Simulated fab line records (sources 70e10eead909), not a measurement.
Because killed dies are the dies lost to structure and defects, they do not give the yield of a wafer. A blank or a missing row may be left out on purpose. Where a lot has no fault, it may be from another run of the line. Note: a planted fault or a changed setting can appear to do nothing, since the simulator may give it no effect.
Problem report in the 8D (eight disciplines) form, filled by code | flow nand_harc | the parts of the form that need people (team, actions taken, sign-off) are left out

## 1. WHAT IS WRONG
Wafers without a fault read 29, standard deviation 10; killed_at_array at NHARC_END_SORT_01 reads a mean of 115 on 6 wafers belonging to 2 lots. That puts it +8.6 standard deviations away from the usual mean.
First observed at day 21 02:30: wafer L219.1, on prober-02. Wafers with a number at this step in the record: 6, from 2 lots. The rule behind "out" and "out of limits": a value lying over 4 standard deviations away from the usual mean. The rest of the wafers with a number are treated as sound.

## 2. WHAT IT IS AND WHAT IT IS NOT
question                    | is                           | is not
which readings at this step | killed_at_array, killed_dies | killed_at_periphery, killed_open, killed_short
which lots                  | L218, L219                   | -
which wafers of those lots  | all that have a number       | -
read on which gauges        | prober-01, prober-02         | -
when                        | from day 21 02:30            | up to then (0 sound wafers)

## 3. WHAT RULES OUT EACH SUSPECT
Counting: a tool stays on the suspect list if, at a process step up to the reading, it processed all lots that are out and no sound lot following the first of them.
- ruled out: the gauge at NHARC_END_SORT_01. Those wafers that are out were read across 2 gauges (prober-01, prober-02).
- ald_sin_batch-02 at NHARC_A_CHANNEL_FILL_D1_ALD_15 (deposits SiNx, target thk 2 nm, pulse time 60 s, ald cycles 19): kept. It ran every lot that is out, first L218 (day 10 09:32), and no sound lot after that.
Left after counting: ald_sin_batch-02 at NHARC_A_CHANNEL_FILL_D1_ALD_15.

## 4. THE CAUSE (what the simulator had put in)
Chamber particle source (ald_sin_batch-02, NHARC_A_CHANNEL_FILL_D1_ALD_15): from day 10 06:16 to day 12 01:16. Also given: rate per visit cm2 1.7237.
Counting left only this tool.

## 5. THE CHAIN OF EFFECTS, in route order
Each row: a reading where the mean over the struck wafers with a number is more than 3 standard deviations away from the usual. Only readings whose record carries a usual standard deviation are examined. hours: median over the lots of the time between each lot's start at the first step of this table that gives one and its start at this step. sigmas: the change, counted in usual standard deviations.
hours | step              | reading         | usual | on struck wafers | change | sigmas
0     | NHARC_END_SORT_01 | killed_at_array | 29    | 115              | +86    | +8.6
0     | NHARC_END_SORT_01 | killed_dies     | 33    | 118              | +86    | +7.8

## 6. HOW IT WOULD HAVE BEEN CAUGHT EARLIER
260 hours passed between the start of the fault at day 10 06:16 and the first reading out of limits at a measuring or inspecting step in this record, taken at day 21 02:30.
An alarm limit of 4 standard deviations would not have fired on the tool readings at NHARC_A_CHANNEL_FILL_D1_ALD_15 for which the record gives a usual standard deviation, since none of them was out on any struck wafer.
By day 21 02:30, every lot that is out (2) had started NHARC_A_CHANNEL_FILL_D1_ALD_15 on ald_sin_batch-02. Tool hold at that time: it would have spared none of them.
